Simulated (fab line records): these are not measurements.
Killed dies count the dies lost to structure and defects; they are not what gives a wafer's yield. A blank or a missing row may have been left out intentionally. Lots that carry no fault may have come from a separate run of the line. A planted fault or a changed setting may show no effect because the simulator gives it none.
Which of the tools did it? -- flow nand_harc -- Sampling: 15 lots, 43 wafers, 3 of 1159 route steps

WHAT EACH GAUGE READ, for each wafer
NHARC_A_ONON_D1_THK_MEAS_21: measures by ellipsometry.
lot,measured,on,thk_nm (nm)
L551,day 8 09:52,film_metro-01,992 990 990
L552,day 8 09:52,film_metro-02,992 992 994
L554,day 8 18:41,film_metro-01,991 991 993
L555,day 8 18:41,film_metro-02,1017 1018 1018
L553,day 8 18:44,film_metro-01,996 993 995
L556,day 9 07:14,film_metro-02,999 997 999
L557,day 9 19:09,film_metro-02,999 997 1001
L561,day 10 04:51,film_metro-02,990 993 993
L563,day 11 06:06,film_metro-01,990 992 991
L567,day 12 00:51,film_metro-02,1536 999
L568,day 12 05:51,film_metro-02,1552 1015 1551
L570,day 12 21:33,film_metro-01,1526 1526
L571,day 12 21:34,film_metro-01,999 1001 1000
L572,day 12 21:41,film_metro-02,978 979 978
L574,day 13 19:28,film_metro-02,1020 1018 1018

NHARC_END_SORT_01.
lot,measured,on,killed_at_array,killed_at_other,killed_at_periphery,killed_dies,killed_open,killed_short
L567,day 24 01:56,prober-01,672 23,1 1,4 10,677 34,5 2,0 0
L568,day 24 01:55,prober-02,676 32 673,1 1 0,0 2 4,677 35 677,3 2 4,1 4 2
L570,day 25 01:31,prober-01,675 675,0 0,2 2,677 677,2 3,2 5

EACH LOT AND THE TOOL THAT RAN IT (in order: tool; ch and the chambers of the sampled wafers; start)
lot,NHARC_A_ONON_D1_DEP_19
L551,"pecvd_onon-01 ch 0, day 8 09:21"
L552,"pecvd_onon-03 ch 0, day 8 09:25"
L554,"pecvd_onon-01 ch 0, day 8 18:11"
L555,"pecvd_onon-02 ch 0, day 8 18:14"
L553,"pecvd_onon-03 ch 0, day 8 18:16"
L556,"pecvd_onon-02 ch 0, day 9 06:43"
L557,"pecvd_onon-03 ch 0, day 9 18:38"
L561,"pecvd_onon-01 ch 0, day 10 04:31"
L563,"pecvd_onon-01 ch 0, day 11 05:35"
L567,"pecvd_onon-01 ch 0, day 12 00:20"
L568,"pecvd_onon-01 ch 0, day 12 05:21"
L570,"pecvd_onon-01 ch 0, day 12 21:02"
L571,"pecvd_onon-02 ch 0, day 12 21:07"
L572,"pecvd_onon-03 ch 0, day 12 21:17"
L574,"pecvd_onon-03 ch 0, day 13 19:05"
- NHARC_A_ONON_D1_DEP_19: target thk 1000 nm.

AS READ BY THE TOOLS THEMSELVES (means over the sampled wafers that have a number; for cases with no such wafer, the mark the record gives instead)
The record holds no such reading with a usual standard deviation.

THE ANSWER, worked out from the rows above alone
Rule: usual is defined by the lots themselves. Put in order of their means at a reading, lots are off if they are a third of the lots or fewer, leave a main group of 4 or more, and stand apart from it by a gap of 3 or more times the standard deviation of the main group's means; of several such gaps the widest counts. A main group whose means are all the same, to the digits that the tables above print for the reading, isn't used. A lot without any number at a reading at which 4 lots or more have one is off too. Where the step has rows for the other lots, those lots are counted as sound. Order of review: gauges by route order, followed by the tools' own readings, for which a lot's mean as printed above is used. The first step at which some lot is off is used, and at that step the reading that is off furthest; a lot without a number counts as furthest.
Off: L567, L568, L570 (NHARC_A_ONON_D1_THK_MEAS_21, thk_nm). Main group: mean 997 nm, sd 11.
If a tool, at a process step before that reading, ran all the lots that are off and no sound lot after the first of them, it fits. Those tools and the gauges at NHARC_A_ONON_D1_THK_MEAS_21 are tried in the same way. One candidate fits, namely pecvd_onon-01 at NHARC_A_ONON_D1_DEP_19. A fault onset in the window from L563 (day 11 05:35, its last sound lot) to L567 (day 12 00:20, its first lot off) fits.

WHAT THE SIMULATOR HAD PUT IN
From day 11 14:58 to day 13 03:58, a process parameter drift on pecvd_onon-01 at NHARC_A_ONON_D1_DEP_19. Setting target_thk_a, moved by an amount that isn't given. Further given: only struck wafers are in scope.
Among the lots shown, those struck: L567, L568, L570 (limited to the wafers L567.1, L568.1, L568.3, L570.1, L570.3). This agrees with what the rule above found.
